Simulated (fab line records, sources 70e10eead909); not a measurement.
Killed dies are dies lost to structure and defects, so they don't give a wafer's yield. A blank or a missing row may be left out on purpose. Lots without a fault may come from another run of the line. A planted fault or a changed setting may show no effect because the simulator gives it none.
One fault seen from 2 desks | flow nand_harc | each desk has only its own numbers; what lay behind them comes last

THE TOOL OWNER'S DESK: litho_track-04
The tool's own readings at NHARC_P_GATE_SOFTBAKE_21 (time 55 s): means of the sampled wafers that have a number, for each lot that ran on this tool. A lot is out of limits, marked OUT, if its mean lies more than 4 standard deviations from the usual mean; the brackets give that distance.
Columns: A = heater_power_total_W at NHARC_P_GATE_SOFTBAKE_21, usual 188.44 W
lot  | first seen here | A
L692 | day 5 06:00     | 188.44
L704 | day 7 20:00     | 188.53
L705 | day 8 12:00     | 323.18 (+99 or more) OUT
L706 | day 8 12:00     | 323.23 (+99 or more) OUT
This desk's finding: out of limits on L705, L706; first on L705, day 8 12:00 (heater_power_total_W at NHARC_P_GATE_SOFTBAKE_21). In limits: L692, L704.

THE METROLOGY DESK
What the gauges read, lot by lot, whatever tool the lot ran on: means of the sampled wafers that have a number. A lot is out of limits, marked OUT, if its mean lies more than 4 standard deviations from the usual mean; the brackets give that distance.
Columns: A = trench_depth_nm at NHARC_P_STI_OCD_MEAS_17, usual 300 nm; B = trench_foot_cd_nm at NHARC_P_STI_OCD_MEAS_17, usual 158.1 nm
lot  | first seen here | A   | B
L692 | day 3 02:42     | 295 | 160.5
L694 | day 3 12:21     | 298 | 158.9
L696 | day 4 00:12     | 303 | 154.7
L699 | day 4 18:13     | 300 | 160.5
L702 | day 5 11:56     | 302 | 158.8
L704 | day 5 23:59     | 301 | 158.7
L706 | day 6 09:26     | 301 | 157.7
L705 | day 6 09:29     | 304 | 157.8
L707 | day 6 18:34     | 298 | 157.3
L708 | day 7 00:38     | 299 | 158.7
L709 | day 7 05:41     | 299 | 159.4
L712 | day 8 00:31     | 299 | 159.1
L713 | day 8 07:17     | 300 | 157.7
This desk's finding: nothing out of limits on any of the 13 lots.

PUT TOGETHER
The tool owner's desk could have raised an alarm at day 8 12:00, on L705, L706.
The metrology desk saw nothing out of limits.
The metrology desk has L705, L706 on record, within its limits.
Of the lots named, all ran NHARC_P_GATE_SOFTBAKE_21 on litho_track-04.

WHAT THE SIMULATOR HAD PUT IN
Process parameter drift: litho_track-04, from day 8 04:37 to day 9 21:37, at NHARC_P_GATE_SOFTBAKE_21. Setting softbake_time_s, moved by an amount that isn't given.
Lots struck among those shown: L705, L706.
Hours from the fault's start to each desk's first reading out of limits: the tool owner's desk, 7.
